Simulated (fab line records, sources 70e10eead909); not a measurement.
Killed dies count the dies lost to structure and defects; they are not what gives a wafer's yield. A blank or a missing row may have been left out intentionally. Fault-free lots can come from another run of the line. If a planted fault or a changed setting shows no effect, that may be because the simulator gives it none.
3 desks, one fault | flow nand harc | numbers are kept per desk, each desk with only its own; the story behind them comes last

## THE TOOL OWNER'S DESK: cvd w-01
The tool's own readings at NHARC_A_BLC_CVD_24 (deposits W, target thk 150 nm, time 434 s): means of the sampled wafers that have a number, for each lot that ran on this tool. Any lot whose mean is over 4 standard deviations away from the usual mean is out of limits and marked OUT; that distance is given in the brackets.
Columns: A = heater power w at NHARC_A_BLC_CVD_24, usual 483 W; B = mfc h2 sccm at NHARC_A_BLC_CVD_24, usual 1600 sccm; C = throttle valve pct at NHARC_A_BLC_CVD_24, usual 8.04 %
lot  | first seen here | A   | B    | C
L602 | day 23 11:35    | 452 | 1601 | 7.93
L609 | day 25 07:15    | 440 | 1597 | 8.18
L612 | day 26 20:58    | 470 | 1605 | 8.02
L621 | day 30 14:34    | 431 | 1605 | 8.10
L622 | day 30 22:21    | 435 | 1601 | 8.15
L623 | day 31 21:14    | 475 | 1597 | 8.01
L625 | day 32 09:40    | 451 | 1597 | 7.85
Finding of this desk: none of the 7 lots has anything out of limits.

## THE DEFECT DESK
For each lot, the counts of the inspections along the route, averaged over the sampled wafers that have a number. Any lot whose mean is over 4 standard deviations away from the usual mean is out of limits and marked OUT; that distance is given in the brackets.
Columns: A = raw defect count at NHARC_A_BLC_INSPECT_28, usual 562
lot  | first seen here | A
L602 | day 23 12:19    | 581
L603 | day 23 13:37    | 567
L604 | day 24 02:40    | 533
L606 | day 24 03:12    | 460
L609 | day 25 08:13    | 756
L611 | day 25 23:43    | 568
L612 | day 26 21:45    | 472
L621 | day 30 15:31    | 500
L622 | day 30 23:17    | 635
L624 | day 31 18:47    | 403
L623 | day 31 22:06    | 410
L625 | day 32 10:35    | 617
Finding of this desk: none of the 12 lots has anything out of limits.

## METROLOGY DESK
What the gauges read for every lot (on any tool): the sampled wafers with a number, averaged. Any lot whose mean is over 4 standard deviations away from the usual mean is out of limits and marked OUT; that distance is given in the brackets.
Columns: A = cd nm at NHARC_A_M0_CD_MEAS_09, usual 80.1 nm
lot  | first seen here | A
L602 | day 23 13:05    | 79.6
L603 | day 23 14:31    | 80.7
L604 | day 24 03:45    | 79.5
L606 | day 24 04:07    | 79.7
L609 | day 25 09:11    | 80.4
L611 | day 26 00:56    | 79.5
L612 | day 26 22:32    | 80.6
L621 | day 30 16:25    | 80.4
L622 | day 31 00:11    | 80.2
L624 | day 31 19:34    | 79.5
L623 | day 31 23:00    | 80.2
L625 | day 32 11:29    | 79.7
Finding of this desk: none of the 12 lots has anything out of limits.

## PUT TOGETHER
Nothing out of limits was seen by the tool owner's desk.
Nothing out of limits was seen by the defect desk.
At the metrology desk, nothing out of limits was observed.

## WHAT THE SIMULATOR PUT IN
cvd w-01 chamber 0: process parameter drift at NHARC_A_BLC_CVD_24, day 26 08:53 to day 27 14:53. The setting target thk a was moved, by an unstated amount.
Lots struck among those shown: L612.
